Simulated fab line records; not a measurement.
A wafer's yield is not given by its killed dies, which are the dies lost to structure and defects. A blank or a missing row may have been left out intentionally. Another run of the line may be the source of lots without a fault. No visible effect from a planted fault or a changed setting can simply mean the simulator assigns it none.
Lot-split experiment -- flow n5_finfet -- 39 wafers read from 7 lots, route of 1938 steps

== ON THE SPLIT ==
At N5_GATE_CUT_ETCH_37 (etches SOC in N2/H2, target depth 60 nm, overetch 12 nm, time 90 s), the setting bias_w was moved away from the recipe's 150 W on 15 of the 39 wafers read, by -17.6% to +9.2%. For the rest of the wafers, this setting stayed at what the recipe calls for.

Reading taken at the split's own step.

== THE READING ==
rf_vpp_V, in V, at N5_GATE_CUT_ETCH_37 (etches SOC in N2/H2, target depth 60 nm, overetch 12 nm, time 90 s). A value of 523.3 V with a standard deviation of 2.4 V is what fault-free wafers of this fab line usually give.

wafer,"tool, chamber at the split","bias_w as run, W",against the recipe,"rf_vpp_V, V",against lot-mates on the recipe
L079.1,"rie_diel-01, 1",142.7,-4.9%,505.8,-17.5
L079.2,"rie_diel-01, 3",150,recipe,526.1,-
L079.3,"rie_diel-01, 0",142.7,-4.9%,506.5,-16.8
L079.4,"rie_diel-01, 2",142.7,-4.9%,505.5,-17.8
L079.5,"rie_diel-01, 0",150,recipe,522.4,-
L079.6,"rie_diel-01, 1",150,recipe,521.5,-
L081.1,"rie_diel-03, 0",139.3,-7.1%,500.4,-23.1
L081.2,"rie_diel-03, 2",139.3,-7.1%,502.6,-20.9
L081.3,"rie_diel-03, 3",150,recipe,522.1,-
L081.4,"rie_diel-03, 1",139.3,-7.1%,501.2,-22.3
L081.5,"rie_diel-03, 1",150,recipe,525.0,-
L081.6,"rie_diel-03, 0",150,recipe,523.3,-
L086.1,"rie_diel-03, 2",150,recipe,525.9,-
L086.2,"rie_diel-03, 1",150,recipe,525.5,-
L086.3,"rie_diel-03, 3",132.8,-11.5%,485.2,-39.2
L086.4,"rie_diel-03, 0",132.8,-11.5%,483.7,-40.7
L086.5,"rie_diel-03, 1",132.8,-11.5%,486.3,-38.1
L086.6,"rie_diel-03, 0",150,recipe,521.8,-
L089.2,"rie_diel-03, 2",150,recipe,525.6,-
L089.4,"rie_diel-03, 3",150,recipe,522.1,-
L089.5,"rie_diel-03, 0",150,recipe,522.2,-
L091.1,"rie_diel-03, 2",150,recipe,525.3,-
L091.2,"rie_diel-03, 1",123.6,-17.6%,463.4,-59.9
L091.3,"rie_diel-03, 3",123.6,-17.6%,463.4,-59.9
L091.4,"rie_diel-03, 0",150,recipe,522.8,-
L091.5,"rie_diel-03, 3",150,recipe,521.7,-
L091.6,"rie_diel-03, 2",123.6,-17.6%,465.3,-58.0
L092.1,"rie_diel-01, 2",150,recipe,520.2,-
L092.2,"rie_diel-01, 3",150,recipe,527.4,-
L092.3,"rie_diel-01, 0",150,recipe,523.1,-
L092.4,"rie_diel-01, 3",150,recipe,527.8,-
L092.5,"rie_diel-01, 0",150,recipe,524.0,-
L092.6,"rie_diel-01, 2",150,recipe,522.0,-
L094.1,"rie_diel-01, 0",163.8,+9.2%,552.7,+30.7
L094.2,"rie_diel-01, 2",163.8,+9.2%,550.9,+28.9
L094.3,"rie_diel-01, 3",163.8,+9.2%,557.3,+35.3
L094.4,"rie_diel-01, 1",150,recipe,522.3,-
L094.5,"rie_diel-01, 2",150,recipe,521.7,-
L094.6,"rie_diel-01, 1",150,recipe,521.9,-

THE FIT
A straight line over all 39 wafers: rf_vpp_V changes by +3.34 V for each +1% of bias_w; r = +1.00; the points scatter about the line by 2 V.
The same after taking each lot's own level away (the mean of its wafers on the recipe; 39 wafers): +3.38 V for each +1%; r = +1.00; scatter 1.9 V.
On that fit, the largest move of bias_w shifts the reading by 60 V.
From 521.97 to 524.40 V: that is the span of the lots' own levels, equal to 1.0 times the standard deviation above.
The two slopes agree, so the slope changes little with the lot-to-lot level.
Check: with one of the wafers moved furthest among these (-17.6%) left out of the fit, the line predicts -59.3 V for it against its lot-mates. Against them it came out at -59.9 V.
Tool readings at the split's step, against how far the setting was moved: rf_vpp_V r = +1.00.

== THESE WAFERS: OTHER SPLITS ==
Other splits were also applied to these wafers ahead of the reading. Each is held against what the fit with the lots' levels taken away leaves over:
other split on the same wafers,wafers away from the commonest value,r with rf_vpp_V (lot level and that fit taken away)
N5_FIN_CUT_CUT_ETCH_15 target_depth_a,9,-0.02
N5_DUMMY_GATE_ETCH_31 target_depth_a,9,-0.04
N5_SD_EPI_N_EXPOSE_06 dose_mj,9,-0.13

== THE WHOLE CHAIN: every reading that the file lists as answering this split, in the file's order ==
step,what it does,reading,change (the file's fit),r (the file's)
N5_GATE_CUT_ETCH_37,"etches SOC in N2/H2, target depth 60 nm, overetch 12 nm, time 90 s",rf_vpp_V,+3.37 V for each +1% of the setting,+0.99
N5_GATE_CUT_ETCH_37,"etches SOC in N2/H2, target depth 60 nm, overetch 12 nm, time 90 s","SiARC_of_GATE_CUT_COAT_35.thk_nm (the simulator's own value, which no gauge read)",-0.0517 nm for each +1% of the setting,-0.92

== FILE'S OWN FIT ==
rf_vpp_V changes by +3.37 V for each +1% of bias_w, r = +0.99.
